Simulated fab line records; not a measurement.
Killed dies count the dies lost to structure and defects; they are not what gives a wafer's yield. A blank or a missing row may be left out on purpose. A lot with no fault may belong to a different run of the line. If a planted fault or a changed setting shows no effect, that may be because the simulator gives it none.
A lot that was struck, set against a sound lot :: flow n5_finfet :: 15 steps out of a route of 1938
Sound: these wafers, L831.3, L831.4, L831.5. Struck: wafer L819.5 (L819.2, L819.4, from the same lot, were not struck and are left out); the cause is given at the end.
For every step that has rows: the tool of each side, followed by ch and its chambers, followed by its first start. Under that, the readings that differ: sound wafers :: struck wafers :: difference of the means :: sigmas: that difference in standard deviations of wafers without a fault.
alike: same words and numbers on both sides, and readings whose means sit less than 2 such deviations apart. not compared: any withheld reading, any reading some wafer has no value for, any bound like >300 that may hide the same value, and any number with overlapping values for which the record gives no deviation.
Wherever a step has rows on one side only, a row that says differs or no value, or a row with sigmas, the two part there. When numbers do not overlap yet have no deviation, they are printed without sigmas and do not part them. Lack of a reading on every wafer of one side parts them only where that side has two or more wafers.

first, 4 steps without rows for these wafers: N5_BEOL_M3_SOFTBAKE_23 (time 60 s); N5_BEOL_M3_EXPOSE_25 (exposes mask V2, defocus 5 nm); N5_BEOL_M3_PEB_26 (peb time 60 s); N5_BEOL_M3_DEVELOP_27 (develop time 30 s).
N5_BEOL_M3_CD_MEAS_28: target cd 25.7 nm, target cd y 23.3 nm.
  sound on cd_sem-03 ch 0, day 12 00:59; struck on cd_sem-03 ch 0, day 9 00:32
  alike: cd_nm
N5_BEOL_M3_OVL_MEAS_29:
  sound on overlay-01 ch 0, day 12 01:01; struck on overlay-01 ch 0, day 9 00:34
reading: V2_OVL (nm)
sound: 0.3 -0.9 -0.7
struck: 1.0
difference: +1.4
sigmas: +2
N5_BEOL_M3_INSPECT_30: inspects for defects (brightfield).
  sound on defect_inspect-01, day 12 01:04; struck on defect_inspect-01, day 9 00:38
  alike: raw_defect_count
N5_BEOL_M3_DESCUM_33: chemistry O2, time 7 s.
  sound on rie_diel-04 ch 1,3, day 12 01:06; struck on rie_diel-02 ch 0, day 9 00:40
  alike: bias_power_w, drypump_motor_current_A, oes_product_au, rf_vpp_V, showerhead_plenum_p_Torr, throttle_valve_pct
  not compared: rf_hours_counter_h
N5_BEOL_M3_ETCH_77: etches underlayer in N2/H2, target depth 6.5 nm, time 5.2 s.
  sound on rie_diel-04 ch 1,3, day 12 01:08; struck on rie_diel-02 ch 0, day 9 00:42
  alike: drypump_motor_current_A, etch_rf_on_time_s, oes_product_au, rf_vpp_V, showerhead_plenum_p_Torr, throttle_valve_pct
  not compared: rf_hours_counter_h
N5_BEOL_M3_ETCH_69: etches SiARC in CF4, target depth 15.6 nm, time 26 s.
  sound on rie_diel-04 ch 1,3, day 12 01:09; struck on rie_diel-02 ch 0, day 9 00:43
reading: etch_rf_on_time_s (s)
sound: 25.7 25.1 25.4
struck: 26.5
difference: +1.1
sigmas: +3
  alike: drypump_motor_current_A, oes_product_au, rf_vpp_V, showerhead_plenum_p_Torr, throttle_valve_pct
  not compared: rf_hours_counter_h
N5_BEOL_M3_ALD_98: deposits SiO2, target thk 2.5 nm, pulse time 1 s, co reactant pulse time 1 s.
  sound on ald_sin-04 ch 0,1,3, day 12 01:14; struck on ald_sin-04 ch 1, day 9 01:07
  alike: heater_power_w, precursor_pulse_height_rel
N5_BEOL_M3_ETCHBACK_99: etches SiO2 in CHF3, target depth 5 nm, time 10.4 s.
  sound on rie_diel-02 ch 0,2,3, day 12 07:43; struck on rie_diel-02 ch 3, day 9 04:27
  alike: drypump_motor_current_A, oes_product_au, rf_vpp_V, showerhead_plenum_p_Torr, throttle_valve_pct
  not compared: rf_hours_counter_h
N5_BEOL_M3_ETCH_70: etches SOC in N2/H2, target depth 80 nm, overetch 16 nm, time 120 s.
  sound on rie_diel-02 ch 0,2,3, day 12 07:46; struck on rie_diel-02 ch 3, day 9 04:29
reading: run_length_s (s)
sound: 142.8 142.8 143.3
struck: 135.2
difference: -7.8
sigmas: -20

reading: model.SiARC_of_BEOL_M3_COAT_68.thk_nm (nm)
sound: 6.4 6.4 6.6
struck: 7
difference: +1
sigmas: 
  alike: drypump_motor_current_A, oes_product_au, rf_vpp_V, showerhead_plenum_p_Torr, throttle_valve_pct
  not compared: rf_hours_counter_h
then, 1 step without rows for these wafers: N5_BEOL_M3_STRIP_71 (strips in N2/H2).
N5_BEOL_M4_RC_MEAS_101:
  sound on prober-02 ch 0, day 12 21:16; struck on prober-01 ch 0, day 9 20:46
reading: ION_P (uA/um)
sound: 456 457 466
struck: 443
difference: -17
sigmas: -3
  alike: DIBL_N, DIBL_P, IOFF_N, IOFF_P, ION_N, SS_N, SS_P, VT_N, VT_P

WHERE THEY PART
Last at N5_BEOL_M4_RC_MEAS_101 as far as this record goes, first at N5_BEOL_M3_OVL_MEAS_29.

WHY: the cause the simulator had injected
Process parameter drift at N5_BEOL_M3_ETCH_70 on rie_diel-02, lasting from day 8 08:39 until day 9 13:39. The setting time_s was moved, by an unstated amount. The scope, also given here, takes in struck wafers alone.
